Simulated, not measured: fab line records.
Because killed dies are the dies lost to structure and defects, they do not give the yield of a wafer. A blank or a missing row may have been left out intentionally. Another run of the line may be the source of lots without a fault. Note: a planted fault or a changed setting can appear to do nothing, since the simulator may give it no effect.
Which of the tools did it? / flow n5-finfet / 29 wafers from 10 lots sampled at 4 of the route's 1938 steps

## WHAT THE GAUGES READ, wafer by wafer
N5_BEOL_M8_THK_MEAS_01.
lot=L696; measured=day 9 21:15; on=film-metro-02; M8_ILD_THK (nm)=156.6 155.8 154.3
lot=L697; measured=day 10 09:34; on=film-metro-01; M8_ILD_THK (nm)=151.5 155.0 155.7
lot=L699; measured=day 10 15:17; on=film-metro-02; M8_ILD_THK (nm)=155.0 157.6 158.2
lot=L698; measured=day 10 21:10; on=film-metro-02; M8_ILD_THK (nm)=153.5 155.8 156.3
lot=L700; measured=day 11 00:05; on=film-metro-01; M8_ILD_THK (nm)=154.4 156.2 155.8
lot=L705; measured=day 12 02:53; on=film-metro-01; M8_ILD_THK (nm)=154.7 157.5 157.0
lot=L707; measured=day 13 04:19; on=film-metro-01; M8_ILD_THK (nm)=154.3 156.6 156.4
lot=L708; measured=day 13 04:46; on=film-metro-01; M8_ILD_THK (nm)=155.1 156.9 157.3
lot=L714; measured=day 14 07:29; on=film-metro-01; M8_ILD_THK (nm)=152.3 151.3
lot=L719; measured=day 15 14:16; on=film-metro-02; M8_ILD_THK (nm)=154.9 157.9 157.0

## WHICH TOOL RAN EACH LOT (tool, then ch and the chambers of the sampled wafers, then the start)
lot=L696; N5_BEOL_M7_ETCH_41=rie-diel-02 ch 0,1,2, day 9 19:08 or earlier; N5_BEOL_M7_ALD_77=ald-metal-01 ch 0,1,3, day 9 19:08; N5_BEOL_M7_CMP_52=cmp-01 ch 0,1,3, day 9 20:13
lot=L697; N5_BEOL_M7_ETCH_41=rie-diel-02 ch 1,3, day 10 05:20 or earlier; N5_BEOL_M7_ALD_77=ald-metal-02 ch 2,3, day 10 05:20; N5_BEOL_M7_CMP_52=cmp-03 ch 0,3, day 10 08:28
lot=L699; N5_BEOL_M7_ETCH_41=rie-diel-06 ch 2,3, day 10 12:38 or earlier; N5_BEOL_M7_ALD_77=ald-metal-01 ch 0,1,3, day 10 12:38; N5_BEOL_M7_CMP_52=cmp-03 ch 0,1,2, day 10 14:14
lot=L698; N5_BEOL_M7_ETCH_41=rie-diel-05 ch 0,2,3, day 10 15:59 or earlier; N5_BEOL_M7_ALD_77=ald-metal-01 ch 0,2,3, day 10 15:59; N5_BEOL_M7_CMP_52=cmp-03 ch 0,1,3, day 10 20:05
lot=L700; N5_BEOL_M7_ETCH_41=rie-diel-02 ch 2,3, day 10 20:20 or earlier; N5_BEOL_M7_ALD_77=ald-metal-03 ch 1,3, day 10 20:20; N5_BEOL_M7_CMP_52=cmp-03 ch 1,3, day 10 23:01
lot=L705; N5_BEOL_M7_ETCH_41=rie-diel-06 ch 0,1,3, day 11 23:22 or earlier; N5_BEOL_M7_ALD_77=ald-metal-01 ch 2,3, day 11 23:22; N5_BEOL_M7_CMP_52=cmp-01 ch 1,2,3, day 12 01:53
lot=L707; N5_BEOL_M7_ETCH_41=rie-diel-06 ch 2,3, day 13 00:14 or earlier; N5_BEOL_M7_ALD_77=ald-metal-02 ch 1,2,3, day 13 00:14; N5_BEOL_M7_CMP_52=cmp-03 ch 1,2, day 13 01:23
lot=L708; N5_BEOL_M7_ETCH_41=rie-diel-05 ch 0,1,2, day 13 00:49 or earlier; N5_BEOL_M7_ALD_77=ald-metal-01 ch 1,2,3, day 13 00:49; N5_BEOL_M7_CMP_52=cmp-03 ch 0,2,3, day 13 02:13
lot=L714; N5_BEOL_M7_ETCH_41=rie-diel-06 ch 0,1, day 14 04:30 or earlier; N5_BEOL_M7_ALD_77=ald-metal-03 ch 0,1, day 14 04:30; N5_BEOL_M7_CMP_52=cmp-03 ch 0,2, day 14 06:25
lot=L719; N5_BEOL_M7_ETCH_41=rie-diel-05 ch 0,3, day 15 12:02 or earlier; N5_BEOL_M7_ALD_77=ald-metal-03 ch 0,2, day 15 12:02; N5_BEOL_M7_CMP_52=cmp-04 ch 0,3, day 15 13:12
- N5_BEOL_M7_ETCH_41: etches SiCN in CH3F/O2, target depth 31.9 nm, time 57.8 s.
- N5_BEOL_M7_ALD_77: deposits TaN, target thk 2 nm, pulse time 2 s, purge time 3 s.
- N5_BEOL_M7_CMP_52: polishes, stops on SiCOH lowk, t overpolish 6.9 s, target thk 80 nm.

## THE ANSWER, worked out from the rows above alone
Rule: what is usual is taken from the lots themselves. Put in order of their means at a reading, lots are off if they are a third of the lots or fewer, leave a main group of 4 or more, and stand apart from it by a gap of 3 or more times the standard deviation of the main group's means; of several such gaps the widest counts. Not used: any main group whose means are identical at the precision the tables above print for the reading. A lot without any number at a reading at which 4 lots or more have one is off too. The other lots that the step has rows for count as sound.
Nothing can be told from this: no lot is off at any reading shown.

## WHAT THE SIMULATOR PUT IN
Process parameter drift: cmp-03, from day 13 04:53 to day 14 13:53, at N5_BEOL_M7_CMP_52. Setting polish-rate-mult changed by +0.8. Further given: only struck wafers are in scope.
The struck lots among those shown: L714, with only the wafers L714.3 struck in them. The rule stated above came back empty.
